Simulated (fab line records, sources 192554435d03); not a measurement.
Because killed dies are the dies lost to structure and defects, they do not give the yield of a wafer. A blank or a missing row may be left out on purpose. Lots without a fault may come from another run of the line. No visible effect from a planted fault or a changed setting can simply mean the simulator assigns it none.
Matching of chambers	flow n5_finfet	rie_diel-01 running N5_BEOL_M11_VIA_ETCH_34: 4 sister chambers
The step etches SiCOH lowk in C4F6/O2, target depth 184.5 nm, time 69.2 s. 18 wafers are shown with their chamber, then 9 later ones without.

## EACH WAFER AND ITS CHAMBER
wafer	chamber	rf_vpp_V (V)	showerhead_plenum_p_Torr (Torr)	oes_o_777_au (a.u.)
L076.4	0	692	2.97	0.89
L076.5	1	671	2.75	0.67
L076.6	2	701	2.75	0.83
L077.1	1	672	2.74	0.66
L077.3	3	650	2.92	0.94
L077.6	2	701	2.75	0.81
L079.1	1	672	2.74	0.67
L079.3	2	703	2.75	0.82
L079.4	3	650	2.92	0.94
L080.3	1	673	2.74	0.66
L080.4	0	692	2.97	0.88
L080.5	2	702	2.75	0.82
L083.3	0	693	2.97	0.87
L083.4	2	701	2.74	0.81
L083.5	0	690	2.97	0.87
L088.1	1	670	2.73	0.65
L088.3	3	650	2.91	0.91
L088.5	0	691	2.96	0.85

SIGNATURES (means of the wafers above)
reading	chamber 0	chamber 1	chamber 2	chamber 3	scatter within a chamber
rf_vpp_V	691.60	671.60	701.60	650.00	0.986
showerhead_plenum_p_Torr	2.9680	2.7400	2.7480	2.9167	0.00552
oes_o_777_au	0.8720	0.6620	0.8180	0.9300	0.0121
Rule: for a wafer and a chamber, the distance is found by dividing, reading by reading, the gap between the wafer's reading and the chamber's mean by the reading's scatter, squaring, summing and taking the root. The wafer belongs to the nearest chamber; if the next one is less than 2 further off, it can't be placed. The scatter is the square root of a quotient: the sum, over the shown wafers, of each reading's squared deviation from its chamber's mean, divided by wafers minus chambers.

## WAFERS WITHOUT THEIR CHAMBER
wafer	rf_vpp_V (V)	showerhead_plenum_p_Torr (Torr)	oes_o_777_au (a.u.)
L085.1	673	2.73	0.65
L085.4	692	2.96	0.86
L085.6	648	2.91	0.91
L092.2	692	2.96	0.83
L092.4	649	2.91	0.89
L092.6	651	2.91	0.88
L094.2	647	2.91	0.89
L094.3	702	2.73	0.78
L094.5	700	2.73	0.78

## WHICH CHAMBER EACH ONE RAN IN
wafer	from the rows above	in truth
L085.1	1	1
L085.4	0	0
L085.6	3	3
L092.2	0	0
L092.4	3	3
L092.6	3	3
L094.2	3	3
L094.3	2	2
L094.5	2	2
9 of 9 placed correctly. Can't be placed from these rows: 0. Placed wrongly: 0.
